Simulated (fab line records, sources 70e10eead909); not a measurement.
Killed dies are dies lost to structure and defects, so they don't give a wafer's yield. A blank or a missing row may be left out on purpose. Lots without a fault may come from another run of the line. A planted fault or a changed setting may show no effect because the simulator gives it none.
Chamber matching | flow nand_harc | NHARC_A_STAIRCASE_ETCH_292 on rie_diel-06: 4 sister chambers
The step etches the open film in CF4/CHF3. 14 wafers are shown with their chamber, then 7 later ones without.

WAFERS WITH THEIR CHAMBER
wafer  | chamber | drypump_motor_current_A (A) | showerhead_plenum_p_Torr (Torr) | rf_vpp_V (V)
L074.4 | 1       | 6.0                         | 1.70                            | 374.2
L074.5 | 2       | 5.4                         | 1.61                            | 372.2
L074.6 | 3       | 6.0                         | 1.65                            | 372.8
L079.1 | 2       | 5.5                         | 1.60                            | 371.4
L079.2 | 1       | 6.0                         | 1.70                            | 373.2
L079.6 | 0       | 6.4                         | 1.55                            | 368.8
L083.4 | 3       | 6.0                         | 1.64                            | 373.4
L083.5 | 1       | 6.0                         | 1.69                            | 374.1
L083.6 | 0       | 6.5                         | 1.55                            | 368.7
L087.1 | 1       | 6.0                         | 1.69                            | 374.8
L087.5 | 3       | 6.0                         | 1.64                            | 372.3
L087.6 | 0       | 6.5                         | 1.55                            | 368.7
L092.1 | 1       | 6.0                         | 1.69                            | 374.3
L092.2 | 3       | 6.0                         | 1.64                            | 373.3

SIGNATURES (means of the wafers above)
reading                  | chamber 0 | chamber 1 | chamber 2 | chamber 3 | scatter within a chamber
drypump_motor_current_A  | 6.467     | 6.000     | 5.450     | 6.000     | 0.0342
showerhead_plenum_p_Torr | 1.5500    | 1.6940    | 1.6050    | 1.6425    | 0.00495
rf_vpp_V                 | 368.733   | 374.120   | 371.800   | 372.950   | 0.494
Rule: a wafer's distance from a chamber is the root of the sum, over the readings, of the square of ((its reading less the chamber's mean) divided by the reading's scatter). The wafer belongs to the nearest chamber; if the next one is less than 2 further off, it can't be placed. The scatter: the root of (the sum of the squares of (reading less its chamber's mean) over the shown wafers, divided by (wafers less chambers)).

WAFERS WITHOUT THEIR CHAMBER
wafer  | drypump_motor_current_A (A) | showerhead_plenum_p_Torr (Torr) | rf_vpp_V (V)
L092.5 | 6.1                         | 1.69                            | 373.1
L093.1 | 6.0                         | 1.69                            | 375.2
L093.3 | 6.4                         | 1.54                            | 368.9
L093.4 | 5.4                         | 1.60                            | 372.5
L096.1 | 6.0                         | 1.69                            | 373.1
L096.2 | 6.0                         | 1.64                            | 372.4
L096.6 | 6.0                         | 1.64                            | 372.0

WHICH CHAMBER EACH WENT THROUGH
wafer  | from the rows above | in truth
L092.5 | 1                   | 1
L093.1 | 1                   | 1
L093.3 | 0                   | 0
L093.4 | 2                   | 2
L096.1 | 1                   | 1
L096.2 | 3                   | 3
L096.6 | 3                   | 3
Placed correctly: 7 of 7. Can't be placed from these rows: 0. Placed wrongly: 0.
